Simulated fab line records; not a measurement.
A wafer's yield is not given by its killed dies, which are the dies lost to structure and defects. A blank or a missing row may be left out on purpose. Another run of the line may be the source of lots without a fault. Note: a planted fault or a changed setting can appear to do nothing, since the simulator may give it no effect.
Which tool is to blame? | flow nand_harc | Sampling: 13 lots, 37 wafers, 5 of 1159 route steps

== WHAT EACH GAUGE READ, for each wafer ==
NHARC_END_SORT_01. Usual: killed_at_array 29, standard deviation 8.4; killed_at_other 0.7, standard deviation 1.2; killed_at_periphery 3.8, standard deviation 2.1; killed_dies 33, standard deviation 9; killed_open 3.4, standard deviation 2; killed_short 2.1, standard deviation 1.4.
lot  | measured     | on        | killed_at_array | killed_at_other | killed_at_periphery | killed_dies | killed_open | killed_short | flag
L386 | day 23 08:04 | prober-02 | 674 26          | 0 0             | 3 1                 | 677 27      | 6 1         | 1 0          | OFF
L389 | day 23 22:16 | prober-01 | 675 672         | 2 1             | 0 4                 | 677 677     | 2 3         | 2 1          | OFF

== EACH LOT AND THE TOOL THAT RAN IT (in order: tool; ch and the chambers of the sampled wafers; start) ==
lot  | NHARC_A_STAIRCASE_STRIP_171          | NHARC_A_STAIRCASE_TRIM_22                     | NHARC_A_STAIRCASE_ETCH_23          | NHARC_A_STAIRCASE_ETCH_25
L371 | plasma_asher-01 ch 0,1, day 10 21:05 | rie_diel-06 ch 0,1,2, day 11 00:56 or earlier | rie_diel-06 ch 0,1, day 11 00:56   | rie_diel-08 ch 1,2, day 11 01:13
L374 | plasma_asher-02 ch 0,1, day 11 11:04 | rie_diel-08 ch 0,1, day 11 16:37 or earlier   | rie_diel-08 ch 0,1,3, day 11 16:37 | rie_diel-08 ch 1,3, no start
L377 | plasma_asher-02 ch 1, day 11 22:01   | rie_diel-12 ch 0,1, day 12 01:17 or earlier   | rie_diel-12 ch 0,3, day 12 01:17   | rie_diel-12 ch 0,2,3, no start
L376 | plasma_asher-02 ch 0,1, day 11 22:21 | rie_diel-08 ch 1,2,3, day 12 01:45 or earlier | rie_diel-08 ch 0,3, day 12 01:45   | rie_diel-08 ch 0,1,3, no start
L380 | plasma_asher-02 ch 0,1, day 12 09:37 | rie_diel-08 ch 0,1,2, day 12 12:34 or earlier | rie_diel-08 ch 1,2, day 12 12:34   | rie_diel-08 ch 0,1,2, no start
L378 | plasma_asher-02 ch 0,1, day 12 20:11 | rie_diel-06 ch 0,3, day 12 23:40 or earlier   | rie_diel-06 ch 0,3, day 12 23:40   | rie_diel-06 ch 0,2, no start
L384 | plasma_asher-02 ch 0,1, day 13 22:29 | rie_diel-12 ch 0,3, day 14 01:30 or earlier   | rie_diel-12 ch 1,2, day 14 01:30   | rie_diel-12 ch 0,1,3, no start
L386 | plasma_asher-01 ch 0,1, day 14 13:15 | rie_diel-08 ch 0,3, day 14 16:13 or earlier   | rie_diel-08 ch 0,1, day 14 16:13   | rie_diel-08 ch 0,2, day 23 08:04 or earlier
L390 | plasma_asher-02 ch 0,1, day 15 04:58 | rie_diel-12 ch 0,1,2, day 15 08:01 or earlier | rie_diel-12 ch 1,2,3, day 15 08:01 | rie_diel-12 ch 0,1,3, no start
L389 | plasma_asher-01 ch 1, day 15 05:07   | rie_diel-08 ch 0,1, day 15 08:19 or earlier   | rie_diel-08 ch 2,3, day 15 08:19   | rie_diel-08 ch 1,3, day 23 22:16 or earlier
L391 | plasma_asher-01 ch 0,1, day 15 15:30 | rie_diel-12 ch 0,3, day 15 18:22 or earlier   | rie_diel-12 ch 1,2, day 15 18:22   | rie_diel-12 ch 0,2,3, no start
L392 | plasma_asher-02 ch 0,1, day 15 15:41 | rie_diel-06 ch 0,2,3, day 15 18:47 or earlier | rie_diel-06 ch 0,1, day 15 18:47   | rie_diel-06 ch 0,1, no start
L394 | plasma_asher-01 ch 0,1, day 16 07:19 | rie_diel-06 ch 0,3, day 16 10:21 or earlier   | rie_diel-06 ch 0,2, day 16 10:21   | rie_diel-06 ch 0,1,2, no start
- NHARC_A_STAIRCASE_STRIP_171: strips in O2.
- NHARC_A_STAIRCASE_TRIM_22: chemistry O2, time 211.2 s.
- NHARC_A_STAIRCASE_ETCH_23: etches the open film in C4F8/O2, target depth 100 nm, time 40.5 s.
- NHARC_A_STAIRCASE_ETCH_25: etches the open film in C4F8/O2, target depth 100 nm, time 40.5 s.

== WHAT THE TOOLS THEMSELVES READ (means of the sampled wafers that have a number; where no wafer has one, the mark that the record gives instead) ==
NHARC_A_STAIRCASE_STRIP_171. Usual: drypump_motor_current_A 5.8 A, standard deviation 0.57; heater_power_w 326 W, standard deviation 24.
lot  | tool            | drypump_motor_current_A (A) | heater_power_w (W) | flag
L371 | plasma_asher-01 | 5.8                         | 341                |
L374 | plasma_asher-02 | 6.1                         | 309                |
L377 | plasma_asher-02 | 6.6                         | 305                |
L376 | plasma_asher-02 | 5.6                         | 305                |
L380 | plasma_asher-02 | 5.6                         | 303                |
L378 | plasma_asher-02 | 6.1                         | 304                |
L384 | plasma_asher-02 | 6.1                         | 305                |
L386 | plasma_asher-01 | 5.8                         | 352                |
L390 | plasma_asher-02 | 6.1                         | 304                |
L389 | plasma_asher-01 | 5.9                         | 358                |
L391 | plasma_asher-01 | 5.9                         | 346                |
L392 | plasma_asher-02 | 6.1                         | 305                |
L394 | plasma_asher-01 | 5.8                         | 359                |

NHARC_A_STAIRCASE_TRIM_22. Usual: drypump_motor_current_A 5.7 A, standard deviation 0.5; oes_product_au 0.996 a.u., standard deviation 0.011; rf_vpp_V 57.9 V, standard deviation 0.86; showerhead_plenum_p_Torr 3.53 Torr, standard deviation 0.11; throttle_valve_pct 17.036 %, standard deviation 0.0094.
lot  | tool        | drypump_motor_current_A (A) | oes_product_au (a.u.) | rf_vpp_V (V) | showerhead_plenum_p_Torr (Torr) | throttle_valve_pct (%) | flag
L371 | rie_diel-06 | 5.8                         | 1.005                 | 57.7         | 3.58                            | 17.035                 |
L374 | rie_diel-08 | 6.1                         | 1.003                 | 58.8         | 3.51                            | 17.033                 |
L377 | rie_diel-12 | 5.9                         | 0.976                 | 57.9         | 3.57                            | 17.038                 |
L376 | rie_diel-08 | 5.9                         | 0.999                 | 58.0         | 3.50                            | 17.040                 |
L380 | rie_diel-08 | 6.1                         | 1.006                 | 57.9         | 3.48                            | 17.036                 |
L378 | rie_diel-06 | 5.8                         | 0.995                 | 57.9         | 3.60                            | 17.034                 |
L384 | rie_diel-12 | 5.1                         | 0.999                 | 57.2         | 3.46                            | 17.036                 |
L386 | rie_diel-08 | 5.5                         | 1.005                 | 57.5         | 3.43                            | 17.031                 |
L390 | rie_diel-12 | 5.8                         | 0.989                 | 57.4         | 3.55                            | 17.040                 |
L389 | rie_diel-08 | 6.2                         | 0.996                 | 57.6         | 3.54                            | 17.032                 |
L391 | rie_diel-12 | 5.5                         | 0.987                 | 58.3         | 3.47                            | 17.033                 |
L392 | rie_diel-06 | 5.9                         | 1.002                 | 57.7         | 3.57                            | 17.033                 |
L394 | rie_diel-06 | 5.5                         | 0.988                 | 57.0         | 3.52                            | 17.031                 |

NHARC_A_STAIRCASE_ETCH_23. Usual: oes_product_au 0.942 a.u., standard deviation 0.014; rf_vpp_V 896 V, standard deviation 4.2.
lot  | tool        | oes_product_au (a.u.) | rf_vpp_V (V) | flag
L371 | rie_diel-06 | 0.955                 | 899          |
L374 | rie_diel-08 | 0.923                 | 896          |
L377 | rie_diel-12 | 0.938                 | 895          |
L376 | rie_diel-08 | 0.927                 | 893          |
L380 | rie_diel-08 | 0.944                 | 892          |
L378 | rie_diel-06 | 0.930                 | 897          |
L384 | rie_diel-12 | 0.952                 | 897          |
L386 | rie_diel-08 | 0.857                 | 896          | OFF
L390 | rie_diel-12 | 0.936                 | 896          |
L389 | rie_diel-08 | 0.752                 | 891          | OFF
L391 | rie_diel-12 | 0.940                 | 898          |
L392 | rie_diel-06 | 0.936                 | 895          |
L394 | rie_diel-06 | 0.951                 | 895          |

NHARC_A_STAIRCASE_ETCH_25. Usual: oes_product_au 0.943 a.u., standard deviation 0.017; rf_vpp_V 896 V, standard deviation 4.5.
lot  | tool        | oes_product_au (a.u.) | rf_vpp_V (V) | flag
L371 | rie_diel-08 | 1.008                 | 893          | OFF
L374 | rie_diel-08 | 0.939                 | 900          |
L377 | rie_diel-12 | 0.922                 | 894          |
L376 | rie_diel-08 | 0.936                 | 895          |
L380 | rie_diel-08 | 0.939                 | 894          |
L378 | rie_diel-06 | 0.940                 | 895          |
L384 | rie_diel-12 | 0.937                 | 896          |
L386 | rie_diel-08 | 0.952                 | 890          |
L390 | rie_diel-12 | 0.937                 | 896          |
L389 | rie_diel-08 | 0.936                 | 898          |
L391 | rie_diel-12 | 0.946                 | 894          |
L392 | rie_diel-06 | 0.927                 | 894          |
L394 | rie_diel-06 | 0.954                 | 897          |

== THE ANSWER, worked out from the rows above alone ==
Rule: lot off if the mean of its wafers having a number is beyond 3 standard deviations from the usual mean. Also off: a lot with no number at a reading for which 4 or more lots have one. All remaining lots with rows at the step are treated as sound. First the gauges in route order, then the tools' own readings, where a lot's mean is used as printed above. The first step at which some lot is off is used, and at that step the reading that is off furthest; a lot without a number counts as furthest.
Off: L386, L389, at NHARC_END_SORT_01 (killed_at_array). Neither off nor sound, because the step has no rows for them: L371, L374, L377, L376, L380, L378, L384, L390, L391, L392, L394.
A tool fits if, at a process step before that reading, it ran every lot that is off, and no sound lot after the first of them. The gauges at NHARC_END_SORT_01 aren't tried: what is off there is off at NHARC_A_STAIRCASE_ETCH_23 too, on other tools, and a gauge's error can't cause that. NHARC_A_STAIRCASE_TRIM_22 gives no start for some lots, so the hours and the order of its lots are those of NHARC_A_STAIRCASE_ETCH_23. NHARC_A_STAIRCASE_ETCH_25 gives no start for some lots, so the hours and the order of its lots are those of NHARC_END_SORT_01. Undecided on this evidence; 2 tools fit (plasma_asher-01 at NHARC_A_STAIRCASE_STRIP_171, rie_diel-08 at NHARC_A_STAIRCASE_TRIM_22 and NHARC_A_STAIRCASE_ETCH_23 and NHARC_A_STAIRCASE_ETCH_25).

== WHAT THE SIMULATOR PUT IN ==
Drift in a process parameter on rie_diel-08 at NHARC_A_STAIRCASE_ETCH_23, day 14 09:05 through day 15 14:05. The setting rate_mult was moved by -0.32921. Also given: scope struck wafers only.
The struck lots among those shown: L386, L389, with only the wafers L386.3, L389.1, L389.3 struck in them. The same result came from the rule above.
